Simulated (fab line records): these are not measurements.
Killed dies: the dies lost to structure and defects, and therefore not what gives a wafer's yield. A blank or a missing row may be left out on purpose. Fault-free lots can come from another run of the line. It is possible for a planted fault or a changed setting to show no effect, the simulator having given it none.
Matching of chambers ; flow nand harc ; rie diel-03 running NHARC_A_BONDPAD_ETCH_34: 4 sister chambers
The step etches the open film in N2/H2, target depth 60 nm, overetch 18 nm, time 65.91 s. 14 wafers are shown with their chamber, then 7 later ones without.

== WAFERS PAIRED WITH THEIR CHAMBERS ==
wafer;chamber;showerhead plenum p Torr (Torr);drypump motor current A (A);rf vpp V (V)
L399.2;0;2.16;6.5;433.7
L399.3;1;2.12;4.9;432.9
L399.6;0;2.16;6.5;435.3
L398.1;1;2.12;4.8;433.1
L398.3;0;2.16;6.6;434.1
L398.6;1;2.11;4.8;433.3
L403.1;3;2.15;5.2;432.5
L403.4;0;2.16;6.6;433.7
L403.6;0;2.16;6.6;433.1
L408.3;2;1.98;5.0;427.3
L408.5;1;2.11;4.8;433.2
L408.6;2;1.98;5.1;428.5
L411.1;3;2.15;5.2;432.7
L411.2;2;1.98;5.1;428.8

SIGNATURES (averages over the wafers above)
reading;chamber 0;chamber 1;chamber 2;chamber 3;scatter within a chamber
showerhead plenum p Torr;2.1600;2.1150;1.9800;2.1500;0.00316
drypump motor current A;6.560;4.825;5.067;5.200;0.0512
rf vpp V;433.980;433.125;428.200;432.600;0.637
Rule: a wafer lies at a distance from a chamber equal to the root of the sum of squares, over the readings, of (its reading less the chamber's mean, divided by the reading's scatter). The wafer belongs to the nearest chamber; if the next one is less than 2 further off, it can't be placed. How the scatter is found: for the shown wafers, subtract from each reading the mean of its chamber, square and add these, divide the total by (wafers less chambers), then take the root.

== WAFERS MISSING THEIR CHAMBER ==
wafer;showerhead plenum p Torr (Torr);drypump motor current A (A);rf vpp V (V)
L411.6;1.98;5.0;428.4
L410.1;2.16;6.5;434.0
L410.4;1.98;5.0;427.5
L410.6;2.15;5.2;433.6
L420.2;2.15;5.2;433.2
L420.4;2.16;6.5;433.6
L420.5;2.11;4.9;431.7

== THE CHAMBER EACH PASSED THROUGH ==
wafer;from the rows above;in truth
L411.6;2;2
L410.1;0;0
L410.4;2;2
L410.6;3;3
L420.2;3;3
L420.4;0;0
L420.5;1;1
Correctly placed: 7 of 7. Not placeable from these rows: 0. Number placed wrongly: 0.
